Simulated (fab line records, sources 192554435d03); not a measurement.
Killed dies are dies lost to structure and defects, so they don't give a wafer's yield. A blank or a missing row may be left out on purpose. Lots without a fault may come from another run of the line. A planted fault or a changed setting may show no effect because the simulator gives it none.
Chamber matching | flow n5_finfet | N5_FIN_CUT_CUT_ETCH_27 on rie_diel-02: 4 sister chambers
The step etches SiO2 in CHF3/O2, target depth 4 nm, overetch 2 nm, time 4.9 s. 4 wafers are shown with their chamber, then 7 later ones without.

WAFERS WITH THEIR CHAMBER
wafer  | chamber | drypump_motor_current_A (A)
L086.4 | 3       | 6.3
L086.5 | 2       | 6.1
L090.1 | 0       | 5.5
L090.3 | 1       | 5.7

WAFERS WITHOUT THEIR CHAMBER
wafer  | drypump_motor_current_A (A)
L090.6 | 5.7
L092.2 | 6.2
L092.3 | 5.7
L092.6 | 5.5
L093.1 | 5.5
L093.3 | 6.2
L093.5 | 6.2

WHICH CHAMBER EACH WENT THROUGH
wafer  | from the rows above     | in truth
L090.6 | 1                       | 1
L092.2 | can't be placed: 3 or 2 | 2
L092.3 | 1                       | 1
L092.6 | 0                       | 0
L093.1 | 0                       | 0
L093.3 | can't be placed: 3 or 2 | 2
L093.5 | can't be placed: 3 or 2 | 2
Placed correctly: 4 of 7. Can't be placed from these rows: 3 (the true chamber is among the candidates in 3). Placed wrongly: 0.
How it was worked out, from the rows above alone: a wafer's distance from a chamber is the root of the sum, over the readings, of the square of ((its reading less the chamber's mean) divided by the reading's scatter). The wafer belongs to the nearest chamber; if the next one is less than 2 further off, it can't be placed. A chamber's mean is the mean of its shown wafers. The scatter: with one shown wafer a chamber, the root of the mean of the squares of how far each hidden wafer lies from its nearest shown one.
